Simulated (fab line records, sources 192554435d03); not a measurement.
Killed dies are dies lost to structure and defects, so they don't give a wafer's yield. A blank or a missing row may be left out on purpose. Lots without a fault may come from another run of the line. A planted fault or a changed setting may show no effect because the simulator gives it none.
fab line records | flow n5_finfet | part 2 of 2: steps 5 to 6 of 6
record lots=21 wafers=63 last_day=17
route steps=1938 shown MOL_CONTACT_COAG@615 BEOL_M0_SAQP@662 BEOL_M0@722
lots that met no fault: from a run of the same line without faults
start_h: hours from the record's first day to the start of the lot's first wafer shown | wait_h: hours since the lot's step before | " the same as in the row above | L1.1+2: a row that stands for several wafers | - no value, or no start given | * or withheld: withheld | < > ~ a bound
route shown NAME@n: a module of which the file shows steps, and the number in the route of the first | usual: mean/standard deviation of fault-free wafers | same: alike in all rows | chamber/n: place in a boat | sites: the reading at each site | _std_site: their standard deviation | _edge_site: outer sites' mean less inner sites' | radius_mm: how far each site lies from the wafer's centre | mask NAME#n: copy n | behind: the tool/chamber that last shaped the wafer | hold: why the lot was held/for how many hours/how that ended | device: the transistor (n, p or np) that didn't switch | end of line: the same wafers' tests at the end of the route | a step without rows: its recipe alone | killed: dies lost to structure and defects at the first sort, not the wafer's yield | map: a wafer's dies, x killed, . not, _ none there
set.NAME: the setting as run; set.NAME@STEP: as run at that earlier step | model.NAME: the simulator's own value behind a step, which no gauge read
steps of the route over a sample of lots; a table a step, a row a wafer
services: from which hour (start_h, from the record's first day; less than 0 if before it) a tool's chamber was out of use, for how many hours, and why
## steps
# step N5_BEOL_M0_SAQP_ETCH_88
# recipe chemistry=N2/H2 target=underlayer target_depth_a=65 time_s=5.2 ion_energy_ev=200 mask_material=CAR-EUV pressure_mtorr=30 source_w=840 bias_w=150 n2_flow_sccm=200 h2_flow_sccm=200 ends=cleared
# usual drypump_motor_current_A=5.5/0.58 etch_rf_on_time_s=5.32/0.17 oes_product_au=0.67/0.072 rf_vpp_V=523/3.3 showerhead_plenum_p_Torr=2.53/0.11 throttle_valve_pct=17.87/0.26
# columns lot.wafer tool chamber start_h wait_h drypump_motor_current_A etch_rf_on_time_s oes_product_au rf_hours_counter_h rf_vpp_V showerhead_plenum_p_Torr throttle_valve_pct
L074.2 rie_diel-02 2 115.92 0.0 5.7 5.18 0.73 54 523 2.46 17.72
L074.3 " 1 " " 5.5 5.30 0.61 210 525 2.50 18.18
L074.4 " 3 " " 6.0 5.73 0.57 237 527 2.63 17.97
L075.4 rie_diel-03 2 119.48 0.0 5.2 5.35 0.75 - 521 2.48 17.77
L075.5 " 3 " " 6.5 5.56 0.58 - 520 2.41 17.81
L075.6 " 1 " " 5.0 5.31 0.79 - 529 2.72 17.61
L077.3 rie_diel-03 0 129.12 0.0 5.9 5.43 0.58 197 524 2.64 17.72
L077.5 " 1 " " 5.0 5.34 0.78 - 528 2.72 17.62
L077.6 " 0 " " 6.0 5.36 0.59 - 528 2.64 17.74
L078.2 rie_diel-06 2 135.39 0.0 4.8 5.57 0.59 212 523 2.52 18.18
L078.3 " 0 " " 6.3 5.20 0.61 209 521 2.43 18.38
L078.4 " 1 " " 5.4 4.95 0.71 83 529 2.65 17.43
L079.1 rie_diel-02 2 144.26 0.0 5.7 5.19 0.74 63 520 2.46 17.76
L079.2 " 3 " " 6.0 5.71 0.56 245 526 2.62 17.97
L079.6 " 2 " " 5.7 5.14 0.72 - 521 2.46 17.73
L080.1 rie_diel-06 3 147.84 0.0 4.7 4.98 0.73 82 524 2.56 17.78
L080.3 " 2 " " 4.7 5.48 0.59 217 522 2.51 18.21
L080.4 " 0 " " 6.3 5.17 0.62 213 521 2.43 18.40
L082.1 rie_diel-06 2 157.84 0.0 4.7 5.49 0.60 221 521 2.51 18.19
L082.3 " 3 " " 4.7 4.98 0.73 86 526 2.56 17.79
L082.4 " 0 " " 6.2 5.20 0.62 217 519 2.43 18.39
L083.1 rie_diel-03 0 162.30 0.0 6.0 5.32 0.59 207 523 2.63 17.77
L083.4 " 2 " " 5.3 5.27 0.73 - 522 2.48 17.79
L083.5 " 0 " " 5.9 5.36 0.58 - 525 2.63 17.76
L084.2 rie_diel-03 3 170.44 0.0 6.5 5.58 0.58 228 520 2.40 17.82
L084.3 " 2 " " 5.3 5.44 0.72 40 524 2.48 17.78
L084.6 " 3 " " 6.5 5.66 0.58 - 523 2.40 17.82
L085.2 rie_diel-02 3 178.85 0.0 6.0 5.58 0.81 1 525 2.62 17.51
L085.4 " 1 " " 5.5 5.41 0.58 230 520 2.49 18.21
L085.5 " 1 " " 5.5 5.35 0.59 - 524 2.49 18.23
L086.2 rie_diel-03 2 185.78 0.0 5.2 5.34 0.72 45 523 2.48 17.80
L086.3 " 3 " " 6.5 5.46 0.58 234 521 2.40 17.82
L086.6 " 3 " " 6.5 5.50 0.58 - 519 2.40 17.82
L087.3 rie_diel-03 1 189.61 0.0 5.1 5.31 0.75 31 527 2.71 17.63
L087.5 " 1 " " 5.0 5.31 0.75 - 528 2.71 17.63
L087.6 " 3 " " 6.5 5.48 0.58 - 522 2.40 17.82
L088.1 rie_diel-03 1 197.57 0.0 5.1 5.43 0.73 35 528 2.71 17.63
L088.5 " 1 " " 5.1 5.36 0.73 - 529 2.71 17.65
L088.6 " 3 " " 6.5 5.53 0.58 - 520 2.40 17.84
L089.1 rie_diel-03 2 202.01 0.0 5.3 5.30 0.72 53 521 2.47 17.82
L089.2 " 1 " " 5.1 5.30 0.74 37 528 2.71 17.62
L089.3 " 3 " " 6.5 5.43 0.58 241 519 2.40 17.88
L090.1 rie_diel-03 2 206.17 0.0 5.3 5.33 0.71 55 526 2.47 17.83
L090.3 " 3 " " 6.5 5.50 0.57 243 519 2.40 17.82
L090.5 " 3 " " 6.4 5.47 0.57 - 517 2.40 17.84
L091.2 rie_diel-03 3 210.36 0.0 6.5 5.47 0.57 245 520 2.40 17.84
L091.5 " 2 " " 5.3 5.26 0.71 - 522 2.47 17.82
L091.6 " 3 " " 6.5 5.47 0.58 - 519 2.40 17.89
L092.1 rie_diel-02 0 216.44 0.0 5.8 5.35 0.61 152 520 2.36 18.33
L092.2 " 3 " " 6.0 5.57 0.79 12 525 2.62 17.54
L092.4 " 1 " " 5.5 5.33 0.58 242 525 2.49 18.23
L093.2 rie_diel-06 0 223.24 0.0 6.2 5.30 0.61 233 522 2.42 18.42
L093.3 " 2 " " 4.7 5.54 0.57 241 522 2.50 18.22
L093.4 " 1 " " 5.4 5.00 0.68 111 526 2.64 17.51
L094.3 rie_diel-06 1 233.18 0.0 5.4 4.98 0.68 113 527 2.64 17.49
L094.4 " 3 " " 4.7 5.09 0.70 109 522 2.55 17.83
L094.6 " 3 " " 4.8 5.14 0.69 - 525 2.55 17.81
L095.2 rie_diel-03 3 236.92 0.0 6.5 5.49 0.58 255 520 2.39 17.86
L095.5 " 1 " " 5.1 5.39 0.71 - 530 2.70 17.66
L095.6 " 3 " " 6.5 5.45 0.57 - 523 2.39 17.88
L097.2 rie_diel-06 3 250.52 0.0 4.8 5.06 0.70 113 524 2.55 17.83
L097.4 " 0 " " 6.2 5.24 0.60 - 523 2.42 18.46
L097.6 " 3 " " 4.7 5.02 0.70 - 524 2.54 17.81
# step N5_BEOL_M0_STRIP_142
# recipe chemistry=N2/H2 time_s=10 power_w=450 temp_c=40 pressure_mtorr=20 rf_frequency_hz=6e+07 bias_power_w=7 n2_flow_sccm=200 h2_flow_sccm=200
# usual drypump_motor_current_A=5.7/0.5 oes_product_au=0.84/0.084 rf_vpp_V=59.3/0.84 showerhead_plenum_p_Torr=2.52/0.058 throttle_valve_pct=23.8/0.44
# columns lot.wafer tool chamber start_h wait_h drypump_motor_current_A oes_product_au rf_hours_counter_h rf_vpp_V showerhead_plenum_p_Torr throttle_valve_pct
L074.2 rie_diel-05 0 119.87 0.0 5.1 0.89 41 59.4 2.48 23.7
L074.3 " 3 " " 5.0 1.03 1 59.3 2.49 23.5
L074.4 " 1 " " 5.8 0.89 29 57.4 2.45 23.2
L075.4 rie_diel-04 1 123.67 0.0 5.4 0.90 34 60.5 2.60 23.5
L075.5 " 2 " " 5.3 0.99 - 59.2 2.52 23.5
L075.6 " 3 " " 6.1 0.98 - 58.9 2.48 23.3
L077.3 rie_diel-01 1 133.74 0.0 5.8 0.70 208 58.2 2.52 24.6
L077.5 " 1 " " 5.8 0.70 - 58.0 2.52 24.6
L077.6 " 2 " " 5.3 0.78 - 60.3 2.66 23.8
L078.2 rie_diel-01 1 137.96 0.0 5.8 0.69 210 59.1 2.52 24.6
L078.3 " 2 " " 5.3 0.77 122 59.2 2.66 23.8
L078.4 " 3 " " 6.0 0.83 83 61.0 2.56 23.7
L079.1 rie_diel-01 2 147.82 0.0 5.3 0.78 125 60.1 2.66 23.8
L079.2 " 0 " " 6.3 0.78 129 58.5 2.58 23.8
L079.6 " 2 " " 5.3 0.77 - 60.2 2.66 23.8
L080.1 rie_diel-05 1 152.41 0.0 5.8 0.87 41 60.8 2.44 23.3
L080.3 " 3 " " 5.0 0.97 14 60.5 2.49 23.5
L080.4 " 2 " " 6.7 0.72 174 59.1 2.55 24.7
L082.1 rie_diel-04 2 161.68 0.0 5.3 0.94 13 59.9 2.51 23.5
L082.3 " 1 " " 5.4 0.87 46 60.1 2.60 23.5
L082.4 " 0 " " 5.9 0.79 119 59.2 2.47 23.9
L083.1 rie_diel-01 3 164.53 0.0 6.0 0.81 93 58.4 2.56 23.7
L083.4 " 1 " " 5.8 0.70 219 58.8 2.52 24.6
L083.5 " 0 " " 6.3 0.77 - 59.7 2.58 23.8
L084.2 rie_diel-01 2 173.24 0.0 5.3 0.75 134 60.0 2.66 23.8
L084.3 " 0 " " 6.3 0.77 139 58.3 2.57 23.9
L084.6 " 0 " " 6.4 0.77 - 59.9 2.57 23.9
L085.2 rie_diel-05 3 182.94 0.0 5.0 0.95 25 60.4 2.48 23.6
L085.4 " 0 " " 5.1 0.86 64 58.3 2.47 23.8
L085.5 " 2 " " 6.7 0.72 - 60.0 2.54 24.7
L086.2 rie_diel-05 0 189.42 0.0 5.1 0.86 66 60.0 2.46 23.7
L086.3 " 2 " " 6.7 0.73 189 59.3 2.54 24.7
L086.6 " 3 " " 4.9 0.94 - 58.9 2.48 23.6
L087.3 rie_diel-04 3 192.58 0.0 6.0 0.93 27 60.0 2.47 23.3
L087.5 " 0 " " 5.9 0.78 - 58.6 2.47 23.9
L087.6 " 3 " " 6.0 0.92 - 59.1 2.47 23.3
L088.1 rie_diel-04 2 200.55 0.0 5.4 0.92 24 57.9 2.51 23.5
L088.5 " 0 " " 5.9 0.78 - 59.0 2.47 23.9
L088.6 " 1 " " 5.4 0.86 - 61.2 2.59 23.5
L089.1 rie_diel-04 1 205.42 0.0 5.4 0.86 62 59.0 2.59 23.5
L089.2 " 3 " " 6.0 0.93 32 58.7 2.47 23.3
L089.3 " 0 " " 5.9 0.77 134 59.5 2.46 23.9
L090.1 rie_diel-04 1 211.23 0.0 5.4 0.85 65 60.2 2.59 23.5
L090.3 " 0 " " 5.9 0.78 136 59.2 2.46 23.9
L090.5 " 3 " " 6.0 0.92 - 58.5 2.47 23.3
L091.2 rie_diel-01 2 215.01 0.0 5.3 0.74 147 59.4 2.65 23.8
L091.5 " 1 " " 5.8 0.68 - 61.0 2.51 24.7
L091.6 " 0 " " 6.3 0.75 - 58.5 2.57 23.9
L092.1 rie_diel-04 2 220.96 0.0 5.3 0.90 32 58.5 2.51 23.6
L092.2 " 0 " " 6.0 0.78 140 57.7 2.46 24.0
L092.4 " 1 " " 5.4 0.85 68 59.2 2.59 23.5
L093.2 rie_diel-05 3 227.35 0.0 4.9 0.91 40 59.2 2.48 23.6
L093.3 " 2 " " 6.7 0.71 201 59.2 2.54 24.7
L093.4 " 0 " " 5.1 0.85 80 58.9 2.46 23.8
L094.3 rie_diel-05 1 238.24 0.0 5.8 0.84 71 58.1 2.43 23.3
L094.4 " 3 " " 5.0 0.92 45 59.2 2.47 23.6
L094.6 " 2 " " 6.7 0.71 - 60.5 2.53 24.7
L095.2 rie_diel-04 0 242.17 0.0 5.9 0.77 146 59.7 2.46 23.9
L095.5 " 1 " " 5.4 0.84 - 59.2 2.59 23.5
L095.6 " 0 " " 6.0 0.76 - 59.2 2.46 23.9
L097.2 rie_diel-04 1 256.13 0.0 5.4 0.82 82 60.1 2.58 23.5
L097.4 " 0 " " 5.9 0.75 153 59.3 2.46 24.0
L097.6 " 0 " " 5.9 0.76 - 59.4 2.46 24.0
## services
# columns tool chamber start_h hours kind
rie_diel-04 0 87.45 6.6 repair
rie_diel-04 3 94.41 - clean
rie_diel-04 3 94.41 - consumable_replace:focus_ring
rie_diel-05 3 96.43 - clean
rie_diel-06 - 98.98 0.4 repair
rie_diel-04 2 108.99 - clean
rie_diel-04 2 108.99 - consumable_replace:focus_ring
rie_diel-04 2 108.99 10.1 scheduled_down
rie_diel-04 2 108.99 10.1 vent_cycle
rie_diel-03 0 115.96 8.9 repair
rie_si-03 - 126.25 0.8 repair
rie_diel-04 - 148.85 0.1 repair
vapor_etch-01 0 149.91 6.6 repair
rie_diel-06 0 163.38 9.6 repair
rie_diel-04 2 172.28 4.3 repair
vapor_etch-01 - 177.72 0.4 repair
rie_diel-05 0 185.05 3.2 repair
rie_diel-04 - 190.71 1.6 repair
rie_diel-05 1 230.89 5.4 repair
rie_diel-04 2 242.38 12.5 repair
rie_si-06 0 242.92 5.8 repair
rie_si-03 - 246.01 4.3 pm
vapor_etch-02 - 246.46 2.8 pm
rie_si-03 1 254.75 19.0 repair
